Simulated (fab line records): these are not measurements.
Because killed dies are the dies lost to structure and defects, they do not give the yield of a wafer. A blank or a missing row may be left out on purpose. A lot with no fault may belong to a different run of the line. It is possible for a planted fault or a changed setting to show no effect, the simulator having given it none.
One fault seen from 2 desks ; flow nandHarc ; each desk has only its own numbers; what lay behind them comes last

== METROLOGY DESK ==
What the gauges read, lot by lot, whatever tool the lot ran on: means of the sampled wafers that have a number. If a lot's mean is further than 4 standard deviations from the usual mean, the lot is out of limits and carries the mark OUT (the distance appears in the brackets).
Columns: A = overlayXNm at NHARC_P_BONDPAD_OVL_MEAS_38, usual 0 nm; B = overlayYNm at NHARC_P_BONDPAD_OVL_MEAS_38, usual -2 nm
lot;first seen here;A;B
L189;day 6 17:03;-3;-3
L188;day 6 18:19;4;-8
L190;day 7 07:31;-8;-12
L191;day 7 19:20;2;-10
L192;day 8 02:57;15;-6
L193;day 8 15:56;-2;-3
L194;day 9 02:08;-7;-8
L196;day 10 04:22;-1;-17
L198;day 10 22:44;1;1
L199;day 11 08:16;12;5
L200;day 11 09:56;3;4
L201;day 12 17:26;-0;6
L203;day 12 18:12;-7;4
L202;day 12 20:35;-2;1
Finding of this desk: none of the 14 lots has anything out of limits.

== THE TOOL OWNER'S DESK: rieDiel-05 ==
The tool's own readings at NHARC_P_BONDPAD_ETCH_12 (etches the open film in CHF3/O2, target depth 200 nm, time 100 s): means of the sampled wafers that have a number, for each lot that ran on this tool. If a lot's mean is further than 4 standard deviations from the usual mean, the lot is out of limits and carries the mark OUT (the distance appears in the brackets).
Columns: A = drypumpMotorCurrentA at NHARC_P_BONDPAD_ETCH_12, usual 5.9 A; B = oesProductAu at NHARC_P_BONDPAD_ETCH_12, usual 0.944 a.u.; C = rfVppV at NHARC_P_BONDPAD_ETCH_12, usual 371.2 V; D = runLengthS at NHARC_P_BONDPAD_ETCH_12, usual 121.2 s; E = showerheadPlenumPTorr at NHARC_P_BONDPAD_ETCH_12, usual 2.43 Torr; F = throttleValvePct at NHARC_P_BONDPAD_ETCH_12, usual 20.572 %
lot;first seen here;A;B;C;D;E;F
L198;day 10 23:04;5.9;0.973;370.5;120.7;2.42;20.566
L199;day 11 08:34;5.9;0.978;370.6;120.8;2.42;20.568
L200;day 11 10:15;6.2;0.964;368.6;120.9;2.33;20.569
L201;day 12 17:44;5.9;0.927;371.1;120.6;2.42;20.568
L203;day 12 18:30;6.0;0.935;370.7;117.3 (-8.8) OUT;2.37;20.577
L202;day 12 20:54;6.0;0.931;369.7;117.2 (-9.0) OUT;2.34;20.567
This desk's finding: out of limits on L202, L203; first on L203, day 12 18:30 (runLengthS at NHARC_P_BONDPAD_ETCH_12). L198, L199, L200, L201: within limits.

== PUT TOGETHER ==
On L202, L203, at day 12 18:30, an alarm was possible from the tool owner's desk.
Metrology desk: nothing out of limits seen.
The metrology desk has L202, L203 on record, within its limits.
Every lot named ran NHARC_P_BONDPAD_ETCH_12 on rieDiel-05.

== WHAT THE SIMULATOR HAD INSERTED ==
rieDiel-05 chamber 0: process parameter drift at NHARC_P_BONDPAD_ETCH_12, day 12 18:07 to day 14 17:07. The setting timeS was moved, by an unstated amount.
Lots struck among those shown: L202, L203.
How many hours passed from the start of the fault until each desk's first out-of-limits reading: the tool owner's desk, 0.
